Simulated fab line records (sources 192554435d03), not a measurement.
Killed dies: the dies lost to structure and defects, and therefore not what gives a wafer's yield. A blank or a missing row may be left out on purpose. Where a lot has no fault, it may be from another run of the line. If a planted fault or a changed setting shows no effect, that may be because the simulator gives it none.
fab line records + flow n5_finfet
record:
- lots: 7
- wafers: 39
route steps=1938 shown BEOL_M8@1377
start_h: the number of hours between the record's first day and the start of the first shown wafer of the lot + wait_h: time in hours since the lot's previous step + " same as the row above + L1.1+2: one row covering several wafers at once + - no value, or no start was given + * or withheld: withheld + < > ~ a bound
route shown NAME@n: NAME is a module with steps in the file, n the number in the route of the first one + usual: mean/standard deviation taken from wafers without a fault + same: alike in all rows + chamber/n: place in a boat + sites: the reading at each site + _std_site: standard deviation of those values + _edge_site: outer sites' mean less inner sites' + radius_mm: for every site, how far away it sits from the centre of the wafer + mask NAME#n: copy n + behind: tool/chamber where the wafer was last shaped + hold: why the lot was held/for how many hours/how that ended + device: transistor that didn't switch, given as n, p or np + end of line: at the end of the route, the tests of the same wafers + for a step that has no rows: nothing shown but its recipe + killed: dies lost to structure and defects at the first sort, not the wafer's yield + map: per-die view of a wafer (x killed, . not killed, _ where there is no die)
set.NAME: the setting that was run; set.NAME@STEP: the one run at that earlier step + model.NAME: the simulator's own value behind a step, which no gauge read
lots whose settings were changed on purpose; a table a step, a row a wafer
== steps ==
step: N5_BEOL_M8_TRENCH_ETCH_37
recipe:
- chemistry: C4F6/O2
- target_depth_a: 934.78
- target: SiCOH_lowk
- time_s: 31.2
- ion_energy_ev: 250
- pressure_mtorr: 30
- source_w: 345
- bias_w: 185
- Ar_flow_sccm: 300
- C4F6_flow_sccm: 10
- O2_flow_sccm: 10
| lot.wafer | tool        | chamber | start_h | wait_h | set.time_s | model.etch.depth_nm | model.BEOL_M8.feature_depth_nm | model.TiN_of_BEOL_M8_HM_DEP_02.thk_nm |
|-----------|-------------|---------|---------|--------|------------|---------------------|--------------------------------|---------------------------------------|
| L074.1    | rie_diel-03 | 0       | -       | -      | 31.2       | 91.3                | 91.4                           | 17.4                                  |
| L074.2    | "           | 1       | "       | "      | 31.2       | 95.56               | 95.6                           | 17.4                                  |
| L074.3    | "           | 2       | "       | "      | 31.2       | 94.08               | 94                             | 17.4                                  |
| L074.4    | "           | 3       | "       | "      | 41.78      | 120.4               | 120.4                          | 16.6                                  |
| L074.5    | "           | 1       | "       | "      | 41.78      | 128.6               | 128.6                          | 16.4                                  |
| L074.6    | "           | 2       | "       | "      | 41.78      | 125.4               | 125.4                          | 16.4                                  |
| L078.1    | rie_diel-04 | 1       | -       | -      | 46.34      | 142.9               | 142.8                          | 15.8                                  |
| L078.2    | "           | 2       | "       | "      | 31.2       | 92.35               | 92.4                           | 17.4                                  |
| L078.3    | "           | 0       | "       | "      | 31.2       | 95.44               | 95.4                           | 17.4                                  |
| L078.4    | "           | 3       | "       | "      | 46.34      | 141.4               | 141.4                          | 16.2                                  |
| L078.5    | "           | 0       | "       | "      | 31.2       | 94.91               | 95                             | 17.4                                  |
| L078.6    | "           | 1       | "       | "      | 46.34      | 144.9               | 144.8                          | 16                                    |
| L077.1    | rie_diel-01 | 1       | -       | -      | 17.72      | 53.78               | 53.8                           | 18.2                                  |
| L077.2    | "           | 3       | "       | "      | 31.2       | 94.26               | 94.2                           | 17                                    |
| L077.3    | "           | 0       | "       | "      | 31.2       | 94.89               | 94.8                           | 16.8                                  |
| L077.4    | "           | 2       | "       | "      | 31.2       | 95.99               | 96                             | 16.8                                  |
| L077.5    | "           | 3       | "       | "      | 17.72      | 52.98               | 53                             | 18.2                                  |
| L077.6    | "           | 0       | "       | "      | 17.72      | 53.86               | 53.8                           | 18.2                                  |
| L079.1    | rie_diel-04 | 3       | -       | -      | 31.2       | 95.33               | 95.4                           | 17.2                                  |
| L079.2    | "           | 2       | "       | "      | 31.2       | 92.27               | 92.2                           | 17.2                                  |
| L079.5    | "           | 3       | "       | "      | 31.2       | 95.07               | 95                             | 17                                    |
| L086.1    | rie_diel-01 | 3       | -       | -      | 31.2       | 94.09               | 94                             | 17.2                                  |
| L086.2    | "           | 0       | "       | "      | 31.2       | 93.93               | 94                             | 17                                    |
| L086.3    | "           | 2       | "       | "      | 18.33      | 55.7                | 55.8                           | 18.2                                  |
| L086.4    | "           | 1       | "       | "      | 18.33      | 55.91               | 56                             | 18                                    |
| L086.5    | "           | 1       | "       | "      | 18.33      | 55.93               | 56                             | 18.2                                  |
| L086.6    | "           | 2       | "       | "      | 31.2       | 94.33               | 94.4                           | 17.2                                  |
| L094.1    | rie_diel-01 | 3       | -       | -      | 20.04      | 60.34               | 60.4                           | 18.2                                  |
| L094.2    | "           | 2       | "       | "      | 20.04      | 60.29               | 60.2                           | 18.2                                  |
| L094.3    | "           | 0       | "       | "      | 31.2       | 93.67               | 93.6                           | 17.2                                  |
| L094.4    | "           | 1       | "       | "      | 31.2       | 94.19               | 94.2                           | 17.4                                  |
| L094.5    | "           | 1       | "       | "      | 31.2       | 95.32               | 95.4                           | 17                                    |
| L094.6    | "           | 0       | "       | "      | 20.04      | 60.05               | 60                             | 18.4                                  |
| L092.1    | rie_diel-03 | 0       | -       | -      | 12.49      | 36.76               | 36.8                           | 19                                    |
| L092.2    | "           | 3       | "       | "      | 31.2       | 90.77               | 90.8                           | 17.4                                  |
| L092.3    | "           | 2       | "       | "      | 12.49      | 38.07               | 38                             | 18.8                                  |
| L092.4    | "           | 1       | "       | "      | 31.2       | 96.95               | 97                             | 17.2                                  |
| L092.5    | "           | 0       | "       | "      | 31.2       | 91.44               | 91.4                           | 17.2                                  |
| L092.6    | "           | 1       | "       | "      | 12.49      | 38.74               | 38.8                           | 18.8                                  |
step: N5_BEOL_M8_ETCH_41
recipe:
- chemistry: CH3F/O2
- target: SiCN
- target_depth_a: 319
- taper_deg: 2
- time_s: 57.8
- ion_energy_ev: 120
- mask_material: TiN
- pressure_mtorr: 30
- source_w: 395
- bias_w: 75
- Ar_flow_sccm: 150
- CH3F_flow_sccm: 30
- O2_flow_sccm: 20
step: N5_BEOL_M8_STRIP_80
recipe:
- chemistry: N2/H2
- time_s: 10
- power_w: 450
- temp_c: 40
- pressure_mtorr: 20
- rf_frequency_hz: 6e+07
- bias_power_w: 7
- n2_flow_sccm: 200
- h2_flow_sccm: 200
step: N5_BEOL_M8_OCD_MEAS_38
usual:
- trench_depth_nm: 94.1/1.7
| lot.wafer | tool   | chamber | start_h | wait_h | set.time_s@BEOL_M8_TRENCH_ETCH_37 | trench_depth_nm |
|-----------|--------|---------|---------|--------|-----------------------------------|-----------------|
| L074.1    | ocd-01 | -       | 226.99  | -      | 31.2                              | 91.4            |
| L074.2    | "      | -       | "       | "      | 31.2                              | 95.1            |
| L074.3    | "      | -       | "       | "      | 31.2                              | 94.4            |
| L074.4    | "      | -       | "       | "      | 41.78                             | 120.2           |
| L074.5    | "      | -       | "       | "      | 41.78                             | 128.7           |
| L074.6    | "      | -       | "       | "      | 41.78                             | 125.2           |
| L078.1    | ocd-02 | -       | 246.43  | -      | 46.34                             | 143.1           |
| L078.2    | "      | -       | "       | "      | 31.2                              | 93.1            |
| L078.3    | "      | -       | "       | "      | 31.2                              | 95.3            |
| L078.4    | "      | -       | "       | "      | 46.34                             | 141.5           |
| L078.5    | "      | -       | "       | "      | 31.2                              | 94.8            |
| L078.6    | "      | -       | "       | "      | 46.34                             | 145.2           |
| L077.1    | ocd-01 | -       | 246.43  | -      | 17.72                             | 53.5            |
| L077.2    | "      | -       | "       | "      | 31.2                              | 94.4            |
| L077.3    | "      | -       | "       | "      | 31.2                              | 94.8            |
| L077.4    | "      | -       | "       | "      | 31.2                              | 96.3            |
| L077.5    | "      | -       | "       | "      | 17.72                             | 53.5            |
| L077.6    | "      | -       | "       | "      | 17.72                             | 53.7            |
| L079.1    | ocd-02 | -       | 258.87  | -      | 31.2                              | 95.0            |
| L079.2    | "      | -       | "       | "      | 31.2                              | 92.7            |
| L079.5    | "      | -       | "       | "      | 31.2                              | 95.0            |
| L086.1    | ocd-01 | -       | 317.45  | -      | 31.2                              | 93.9            |
| L086.2    | "      | -       | "       | "      | 31.2                              | 93.9            |
| L086.3    | "      | -       | "       | "      | 18.33                             | 55.8            |
| L086.4    | "      | -       | "       | "      | 18.33                             | 56.0            |
| L086.5    | "      | -       | "       | "      | 18.33                             | 55.7            |
| L086.6    | "      | -       | "       | "      | 31.2                              | 93.6            |
| L094.1    | ocd-01 | -       | 349.68  | -      | 20.04                             | 60.3            |
| L094.2    | "      | -       | "       | "      | 20.04                             | 60.0            |
| L094.3    | "      | -       | "       | "      | 31.2                              | 93.6            |
| L094.4    | "      | -       | "       | "      | 31.2                              | 93.5            |
| L094.5    | "      | -       | "       | "      | 31.2                              | 94.9            |
| L094.6    | "      | -       | "       | "      | 20.04                             | 59.6            |
| L092.1    | ocd-01 | -       | 349.76  | -      | 12.49                             | 36.3            |
| L092.2    | "      | -       | "       | "      | 31.2                              | 90.7            |
| L092.3    | "      | -       | "       | "      | 12.49                             | 37.4            |
| L092.4    | "      | -       | "       | "      | 31.2                              | 97.4            |
| L092.5    | "      | -       | "       | "      | 31.2                              | 92.2            |
| L092.6    | "      | -       | "       | "      | 12.49                             | 38.7            |
step: N5_BEOL_M8_HM_STRIP_39
recipe:
- chemistry: peroxide_tin_strip
- material: TiN
- target_depth_a: 250
- temp_c: 50
- time_s: 158
step: N5_BEOL_M8_SRD_40
recipe:
- time_s: 30
- temp_c: 23
- rinse_liquid: diw
- dry: ipa_marangoni
step: N5_BEOL_M8_ECD_50
recipe:
- material: Cu
- target_thk_a: 3000
step: N5_BEOL_M8_ANNEAL_51
recipe:
- temp_c: 225
- time_s: 90
- ambient: N2
step: N5_BEOL_M8_CMP_52
recipe:
- stop_on: SiCOH_lowk
- t_overpolish_s: 6.9
- down_force_psi: 1
- platen_rpm: 50
- clearing_platen_down_force_psi: 1.5
- clearing_platen_rpm: 50
- post_cmp_clean: cu_alkaline
- target_thk_nm: 80
- clearing_platen_pad_velocity_m_s: 0.99484
- pad_velocity_m_s: 0.99484
| lot.wafer | tool   | chamber | start_h | wait_h | set.time_s@BEOL_M8_TRENCH_ETCH_37 | model.Cu_of_BEOL_M8_ECD_50.thk_nm |
|-----------|--------|---------|---------|--------|-----------------------------------|-----------------------------------|
| L074.3    | cmp-02 | 2       | 231.66  | 0.2    | 31.2                              | 80                                |
| L074.4    | "      | 3       | "       | "      | 41.78                             | 106                               |
| L074.2    | "      | 0       | "       | "      | 31.2                              | 83                                |
| L074.1    | "      | 1       | "       | "      | 31.2                              | 76.8                              |
| L074.5    | "      | 2       | "       | "      | 41.78                             | 113.6                             |
| L074.6    | "      | 3       | "       | "      | 41.78                             | 110.6                             |
| L078.2    | cmp-03 | 0       | 250.62  | 0.3    | 31.2                              | 81                                |
| L078.3    | "      | 1       | "       | "      | 31.2                              | 82                                |
| L078.4    | "      | 2       | "       | "      | 46.34                             | 129.6                             |
| L078.1    | "      | 3       | "       | "      | 46.34                             | 132.6                             |
| L078.6    | "      | 0       | "       | "      | 46.34                             | 132.8                             |
| L078.5    | "      | 1       | "       | "      | 31.2                              | 82.6                              |
| L077.1+5  | cmp-03 | 0       | 250.99  | 0.3    | 17.72                             | 40.4                              |
| L077.4+2  | "      | 1,2     | "       | "      | 31.2                              | 82.2                              |
| L077.3    | "      | 3       | "       | "      | 31.2                              | 84                                |
| L077.6    | "      | 1       | "       | "      | 17.72                             | 38.8                              |
| L079.1    | cmp-02 | 1       | 261.04  | 0.3    | 31.2                              | 81                                |
| L079.2    | "      | 3       | "       | "      | 31.2                              | 78                                |
| L079.5    | "      | 2       | "       | "      | 31.2                              | 80.2                              |
| L086.2    | cmp-03 | 1       | 319.88  | 0.2    | 31.2                              | 79.8                              |
| L086.4    | "      | 2       | "       | "      | 18.33                             | 41.6                              |
| L086.1    | "      | 3       | "       | "      | 31.2                              | 82                                |
| L086.3    | "      | 0       | "       | "      | 18.33                             | 43.2                              |
| L086.5    | "      | 1       | "       | "      | 18.33                             | 40.8                              |
| L086.6    | "      | 2       | "       | "      | 31.2                              | 81.2                              |
| L094.4    | cmp-02 | 3       | 351.65  | 0.1    | 31.2                              | 79.4                              |
| L094.2    | "      | 0       | "       | "      | 20.04                             | 47.8                              |
| L094.3    | "      | 1       | "       | "      | 31.2                              | 80.6                              |
| L094.1    | "      | 2       | "       | "      | 20.04                             | 46.6                              |
| L094.6    | "      | 3       | "       | "      | 20.04                             | 45.4                              |
| L094.5    | "      | 0       | "       | "      | 31.2                              | 82.6                              |
| L092.2    | cmp-03 | 0       | 353.47  | 0.2    | 31.2                              | 79.6                              |
| L092.1    | "      | 1       | "       | "      | 12.49                             | 24                                |
| L092.3+6  | "      | 2,0     | "       | "      | 12.49                             | 26.6                              |
| L092.4    | "      | 3       | "       | "      | 31.2                              | 86.4                              |
| L092.5    | "      | 1       | "       | "      | 31.2                              | 78.2                              |
step: N5_BEOL_M8_THK_MEAS_53
recipe:
- thk_meas_gauge: xrf
- reads: Cu_of_BEOL_M8_ECD_50
usual:
- M8_THK: 82.8/2.4
| lot.wafer | tool          | chamber | start_h | wait_h | set.time_s@BEOL_M8_TRENCH_ETCH_37 | M8_THK[nm] |
|-----------|---------------|---------|---------|--------|-----------------------------------|------------|
| L074.1    | film_metro-02 | -       | 231.95  | -      | 31.2                              | 77.3       |
| L074.2    | "             | -       | "       | "      | 31.2                              | 82.8       |
| L074.3    | "             | -       | "       | "      | 31.2                              | 80.3       |
| L074.4    | "             | -       | "       | "      | 41.78                             | 106.5      |
| L074.5    | "             | -       | "       | "      | 41.78                             | 113.5      |
| L074.6    | "             | -       | "       | "      | 41.78                             | 111.1      |
| L078.1    | film_metro-02 | -       | 250.91  | -      | 46.34                             | 135.6      |
| L078.2    | "             | -       | "       | "      | 31.2                              | 82.6       |
| L078.3    | "             | -       | "       | "      | 31.2                              | 83.6       |
| L078.4    | "             | -       | "       | "      | 46.34                             | 132.1      |
| L078.5    | "             | -       | "       | "      | 31.2                              | 84.3       |
| L078.6    | "             | -       | "       | "      | 46.34                             | 135.2      |
| L077.1    | film_metro-01 | -       | 251.29  | -      | 17.72                             | 41.8       |
| L077.2    | "             | -       | "       | "      | 31.2                              | 85.5       |
| L077.3    | "             | -       | "       | "      | 31.2                              | 87.0       |
| L077.4    | "             | -       | "       | "      | 31.2                              | 85.2       |
| L077.5    | "             | -       | "       | "      | 17.72                             | 41.9       |
| L077.6    | "             | -       | "       | "      | 17.72                             | 40.1       |
| L079.1    | film_metro-01 | -       | 261.33  | -      | 31.2                              | 83.3       |
| L079.2    | "             | -       | "       | "      | 31.2                              | 80.2       |
| L079.5    | "             | -       | "       | "      | 31.2                              | 82.3       |
| L086.1    | film_metro-01 | -       | 320.18  | -      | 31.2                              | 83.5       |
| L086.2    | "             | -       | "       | "      | 31.2                              | 81.2       |
| L086.3    | "             | -       | "       | "      | 18.33                             | 44.1       |
| L086.4    | "             | -       | "       | "      | 18.33                             | 42.4       |
| L086.5    | "             | -       | "       | "      | 18.33                             | 41.4       |
| L086.6    | "             | -       | "       | "      | 31.2                              | 82.7       |
| L094.1    | film_metro-02 | -       | 351.94  | -      | 20.04                             | 47.5       |
| L094.2    | "             | -       | "       | "      | 20.04                             | 48.7       |
| L094.3    | "             | -       | "       | "      | 31.2                              | 82.7       |
| L094.4    | "             | -       | "       | "      | 31.2                              | 81.4       |
| L094.5    | "             | -       | "       | "      | 31.2                              | 84.5       |
| L094.6    | "             | -       | "       | "      | 20.04                             | 46.6       |
| L092.1    | film_metro-02 | -       | 353.76  | -      | 12.49                             | 24.6       |
| L092.2    | "             | -       | "       | "      | 31.2                              | 81.1       |
| L092.3    | "             | -       | "       | "      | 12.49                             | 27.2       |
| L092.4    | "             | -       | "       | "      | 31.2                              | 88.3       |
| L092.5    | "             | -       | "       | "      | 31.2                              | 79.9       |
| L092.6    | "             | -       | "       | "      | 12.49                             | 27.2       |
step: N5_BEOL_M8_PRE_CLEAN_55
recipe:
- gas: NH3
- time_s: 15
- temp_c: withheld
- rf_power_w: 300
step: N5_BEOL_M8_DEP_56
recipe:
- material: SiCN
- target_thk_a: 100
- temp_c: withheld
- precursor: 3MS/NH3
- pressure_torr: 3
- rf_w: 202
- time_s: 17.5
step: N5_BEOL_M8_RS_MEAS_57
recipe:
- thk_meas_gauge: four-point-probe
- reads: Cu_of_BEOL_M8_ECD_50+Co_of_BEOL_M8_CVD_78+TaN_of_BEOL_M8_ALD_77
usual:
- M8_RS: 0.283/0.0091
| lot.wafer | tool          | chamber | start_h | wait_h | set.time_s@BEOL_M8_TRENCH_ETCH_37 | M8_RS[ohm/sq] |
|-----------|---------------|---------|---------|--------|-----------------------------------|---------------|
| L074.1    | film_metro-02 | -       | 232.08  | 0.1    | 31.2                              | 0.300         |
| L074.2    | "             | -       | "       | "      | 31.2                              | 0.274         |
| L074.3    | "             | -       | "       | "      | 31.2                              | 0.285         |
| L074.4    | "             | -       | "       | "      | 41.78                             | 0.207         |
| L074.5    | "             | -       | "       | "      | 41.78                             | 0.191         |
| L074.6    | "             | -       | "       | "      | 41.78                             | 0.197         |
| L078.1    | film_metro-02 | -       | 251.04  | 0.1    | 46.34                             | 0.161         |
| L078.2    | "             | -       | "       | "      | 31.2                              | 0.281         |
| L078.3    | "             | -       | "       | "      | 31.2                              | 0.278         |
| L078.4    | "             | -       | "       | "      | 46.34                             | 0.165         |
| L078.5    | "             | -       | "       | "      | 31.2                              | 0.275         |
| L078.6    | "             | -       | "       | "      | 46.34                             | 0.161         |
| L077.1    | film_metro-02 | -       | 251.45  | 0.1    | 17.72                             | 0.663         |
| L077.2    | "             | -       | "       | "      | 31.2                              | 0.277         |
| L077.3    | "             | -       | "       | "      | 31.2                              | 0.270         |
| L077.4    | "             | -       | "       | "      | 31.2                              | 0.277         |
| L077.5    | "             | -       | "       | "      | 17.72                             | 0.661         |
| L077.6    | "             | -       | "       | "      | 17.72                             | 0.701         |
| L079.1    | film_metro-02 | -       | 261.46  | 0.1    | 31.2                              | 0.282         |
| L079.2    | "             | -       | "       | "      | 31.2                              | 0.295         |
| L079.5    | "             | -       | "       | "      | 31.2                              | 0.286         |
| L086.1    | film_metro-02 | -       | 320.31  | 0.1    | 31.2                              | 0.277         |
| L086.2    | "             | -       | "       | "      | 31.2                              | 0.287         |
| L086.3    | "             | -       | "       | "      | 18.33                             | 0.608         |
| L086.4    | "             | -       | "       | "      | 18.33                             | 0.638         |
| L086.5    | "             | -       | "       | "      | 18.33                             | 0.652         |
| L086.6    | "             | -       | "       | "      | 31.2                              | 0.281         |
| L094.1    | film_metro-02 | -       | 352.07  | 0.1    | 20.04                             | 0.552         |
| L094.2    | "             | -       | "       | "      | 20.04                             | 0.533         |
| L094.3    | "             | -       | "       | "      | 31.2                              | 0.283         |
| L094.4    | "             | -       | "       | "      | 31.2                              | 0.288         |
| L094.5    | "             | -       | "       | "      | 31.2                              | 0.275         |
| L094.6    | "             | -       | "       | "      | 20.04                             | 0.572         |
| L092.1    | film_metro-01 | -       | 353.89  | 0.1    | 12.49                             | 1.333         |
| L092.2    | "             | -       | "       | "      | 31.2                              | 0.288         |
| L092.3    | "             | -       | "       | "      | 12.49                             | 1.157         |
| L092.4    | "             | -       | "       | "      | 31.2                              | 0.262         |
| L092.5    | "             | -       | "       | "      | 31.2                              | 0.295         |
| L092.6    | "             | -       | "       | "      | 12.49                             | 1.156         |
== key ==
split:
- step: N5_BEOL_M8_TRENCH_ETCH_37
- setting: time_s
- stated: 31.2
- by: wafer
response:
- step: N5_BEOL_M8_TRENCH_ETCH_37
- reading: model.etch.depth_nm
- change: +0.948
- per: 1%
- r: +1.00
response:
- step: N5_BEOL_M8_TRENCH_ETCH_37
- reading: model.BEOL_M8.feature_depth_nm
- change: +0.948
- per: 1%
- r: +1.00
response:
- step: N5_BEOL_M8_TRENCH_ETCH_37
- reading: model.TiN_of_BEOL_M8_HM_DEP_02.thk_nm
- change: -0.0278
- per: 1%
- r: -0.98
response:
- step: N5_BEOL_M8_OCD_MEAS_38
- reading: trench_depth_nm
- change: +0.951
- per: 1%
- r: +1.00
response:
- step: N5_BEOL_M8_CMP_52
- reading: model.Cu_of_BEOL_M8_ECD_50.thk_nm
- change: +0.96
- per: 1%
- r: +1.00
response:
- step: N5_BEOL_M8_THK_MEAS_53
- reading: M8_THK
- change: +0.981
- per: 1%
- r: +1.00
response:
- step: N5_BEOL_M8_RS_MEAS_57
- reading: M8_RS
- change: -0.00888
- per: 1%
- r: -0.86
